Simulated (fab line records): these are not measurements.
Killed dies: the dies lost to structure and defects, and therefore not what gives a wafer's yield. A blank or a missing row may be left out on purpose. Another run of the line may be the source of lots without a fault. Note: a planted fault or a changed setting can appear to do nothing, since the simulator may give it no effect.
Split-lot experiment -- flow n5 finfet -- 7 lots, 21 wafers read, on a route of 1938 steps

THE SPLIT
At N5_FIN_SAQP_COAT_10 (resist thk 90 nm), the setting spin rpm was moved away from the recipe's 1500 rpm on 8 of the 21 wafers read, by -7.8% to +8.9%. All remaining wafers had this setting at the recipe value.

Reading taken at the split's own step.

THE READING
CAR-ArF_of_FIN_SAQP_COAT_10.thk nm (the simulator's own value, which no gauge read), in nm, at N5_FIN_SAQP_COAT_10 (resist thk 90 nm). The file does not state a usual value for it. Average 89.94 nm, standard deviation 0.29 nm, over the 13 wafers here run with the recipe.

wafer,"tool, chamber at the split","spin rpm as run, rpm",against the recipe,"CAR-ArF_of_FIN_SAQP_COAT_10.thk nm, nm",against lot-mates on the recipe
L076.4,"litho track-02, 0",1500,recipe,90.44,-
L076.5,"litho track-02, 0",1500,recipe,90.16,-
L076.6,"litho track-02, 0",1500,recipe,90.01,-
L077.1,"litho track-01, 0",1500,recipe,89.87,-
L077.2,"litho track-01, 0",1500,recipe,89.35,-
L077.6,"litho track-01, 0",1500,recipe,89.73,-
L084.1,"litho track-02, 0",1383,-7.8%,93.59,+3.73
L084.2,"litho track-02, 0",1500,recipe,89.86,-
L084.3,"litho track-02, 0",1383,-7.8%,93.57,+3.71
L085.3,"litho track-02, 0",1634,+8.9%,85.79,-3.96
L085.5,"litho track-02, 0",1634,+8.9%,85.84,-3.91
L085.6,"litho track-02, 0",1500,recipe,89.75,-
L090.1,"litho track-02, 0",1632,+8.8%,85.97,-3.84
L090.2,"litho track-02, 0",1500,recipe,89.81,-
L090.4,"litho track-02, 0",1632,+8.8%,86.07,-3.74
L093.3,"litho track-02, 0",1419,-5.4%,92.73,+2.33
L093.5,"litho track-02, 0",1419,-5.4%,93.19,+2.79
L093.6,"litho track-02, 0",1500,recipe,90.4,-
L097.1,"litho track-02, 0",1500,recipe,89.76,-
L097.2,"litho track-02, 0",1500,recipe,89.92,-
L097.5,"litho track-02, 0",1500,recipe,90.2,-

THE FIT
A straight line over all 21 wafers: CAR-ArF_of_FIN_SAQP_COAT_10.thk nm changes by -0.471 nm for each +1% of spin rpm; r = -0.99; the points scatter about the line by 0.29 nm.
The same after taking each lot's own level away (the mean of its wafers on the recipe; 21 wafers): -0.451 nm for each +1%; r = -1.00; scatter 0.17 nm.
That fit puts the effect of the largest move of spin rpm on the reading at 4 nm.
From 89.650 to 90.400 nm: that is the span of the lots' own levels, equal to 2.6 times the standard deviation above.
The two slopes agree, so the slope changes little with the lot-to-lot level.
Check: with one of the wafers moved furthest among these (+8.9%) left out of the fit, the line predicts -3.98 nm for it against its lot-mates. Against them it came out at -3.96 nm.

OTHER SPLITS ON THESE WAFERS
Other splits were also applied to these wafers ahead of the reading. Each is held against what the fit with the lots' levels taken away leaves over:
other split on the same wafers,wafers away from the commonest value,r with CAR-ArF_of_FIN_SAQP_COAT_10.thk nm (lot level and that fit taken away)
N5_WELL_APT_COAT_02 spin rpm,5,+0.03
N5_WELL_APT_PEB_06 peb time s,6,-0.03
N5_FIN_SAQP_HM_DEP_03 time s,2,-0.41

FILE'S OWN FIT
CAR-ArF_of_FIN_SAQP_COAT_10.thk nm changes by -0.45 nm for each +1% of spin rpm, r = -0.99.
